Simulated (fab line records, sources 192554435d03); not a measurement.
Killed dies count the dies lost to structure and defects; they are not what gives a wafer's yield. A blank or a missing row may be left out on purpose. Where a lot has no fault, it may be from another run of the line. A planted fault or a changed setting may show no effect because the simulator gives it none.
Comparing a struck lot with a sound one || flow n5Finfet || 15 steps out of a route of 1938
Sound: wafers L954.1, L954.2, L954.4. Struck: wafers L968.1, L968.4 (left out: L968.2, a lot-mate that was not struck); the cause follows at the end.
Per side, at each step with rows, come the tool, then ch with its chambers, and then its first start. Under that, the readings that differ: sound wafers || struck wafers || difference of the means || sigmas: that difference in standard deviations of wafers without a fault.
alike: readings whose means differ by less than 2 such deviations, and words and numbers that are the same on both sides. not compared: withheld readings, readings that some wafer has no value for, bounds like >300 that may hide the same value, and numbers for which the record gives no deviation and whose values overlap.
Wherever a step has rows on one side only, a row that says differs or no value, or a row with sigmas, the two part there. Non-overlapping numbers with no deviation appear without sigmas and do not part them. A reading that every wafer of one side lacks parts them only if that side has two wafers or more.

first, 7 steps without rows for these wafers: N5_BEOL_M5_COAT_71 (time 60 s, resist thk 5 nm); N5_BEOL_M5_COAT_05 (resist thk 30 nm); N5_BEOL_M5_EBR_07; N5_BEOL_M5_SOFTBAKE_06 (time 60 s); N5_BEOL_M5_EXPOSE_08 (exposes mask M5, target cd 28 nm); N5_BEOL_M5_PEB_09 (peb time 60 s); N5_BEOL_M5_DEVELOP_10 (develop time 30 s).
N5_BEOL_M5_CD_MEAS_11 targets a cd of 27.74 nm.
  sound on cdSem-03 ch 0, day 9 10:32; struck on cdSem-03 ch 0, day 12 23:49
  alike: cdNm
N5_BEOL_M5_OVL_MEAS_12:
  sound on overlay-02 ch 0, day 9 10:34; struck on overlay-01 ch 0, day 12 23:51
  alike: M5_OVL
N5_BEOL_M5_INSPECT_13: inspects for defects (brightfield).
  sound on defectInspect-02, day 9 10:38; struck on defectInspect-02, day 12 23:59
  alike: rawDefectCount
N5_BEOL_M5_DESCUM_16: chemistry O2, time 7 s.
  sound on rieDiel-01 ch 1,2,3, day 9 10:40; struck on rieDiel-01 ch 2,3, day 13 00:01
{"reading": "rfHoursCounterH (h)", "sound": "170 195 174", "struck": "202 199", "difference": "+21", "sigmas": ""}
  alike: drypumpMotorCurrentA, oesProductAu, rfVppV, showerheadPlenumPTorr, throttleValvePct
N5_BEOL_M5_ETCH_72: etches underlayer in N2/H2, target depth 6.5 nm, time 5.2 s.
  sound on rieDiel-01 ch 1,2,3, day 9 10:42; struck on rieDiel-01 ch 2,3, day 13 00:04
{"reading": "rfHoursCounterH (h)", "sound": "170 195 174", "struck": "202 199", "difference": "+21", "sigmas": ""}
  alike: drypumpMotorCurrentA, etchRfOnTimeS, oesProductAu, rfVppV, showerheadPlenumPTorr, throttleValvePct
N5_BEOL_M5_ETCH_61: etches SiARC in CF4, target depth 15.6 nm, time 26 s.
  sound on rieDiel-01 ch 1,2,3, day 9 10:43; struck on rieDiel-01 ch 0,1, day 13 00:04
{"reading": "etchRfOnTimeS (s)", "sound": "26.3 26.0 24.2", "struck": "19.8 19.6", "difference": -5.8, "sigmas": -7}
{"reading": "oesProductAu (a.u.)", "sound": "0.65 0.60 0.66", "struck": "0.70 0.87", "difference": "+0.15", "sigmas": "+3"}
  alike: drypumpMotorCurrentA, rfVppV, showerheadPlenumPTorr, throttleValvePct
  not compared: rfHoursCounterH
N5_BEOL_M5_ETCH_62: etches SOC in N2/H2, target depth 75 nm, overetch 15 nm, time 112.5 s.
  sound on rieDiel-01 ch 1,2,3, day 9 10:45; struck on rieDiel-01 ch 0,1, day 13 00:06
  alike: drypumpMotorCurrentA, oesProductAu, rfVppV, showerheadPlenumPTorr, throttleValvePct
  not compared: rfHoursCounterH
-- the record jumps here: 5 days lie between the struck wafers' starts before and after (it left off in module BEOL_M5 and takes up again in module PASSIVATION, whose first step shown is number 1936 of the route) --
N5_PASSIVATION_PROBE_49:
  record: rows for the struck wafers here (prober-01, day 17 13:55), none for the sound ones

WHERE THEY PART
Earliest at N5_BEOL_M5_ETCH_61; latest, in this record, at N5_PASSIVATION_PROBE_49.

WHY: what the simulator had put in
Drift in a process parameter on rieDiel-01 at N5_BEOL_M5_ETCH_61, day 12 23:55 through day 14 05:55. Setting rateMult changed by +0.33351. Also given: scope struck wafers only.
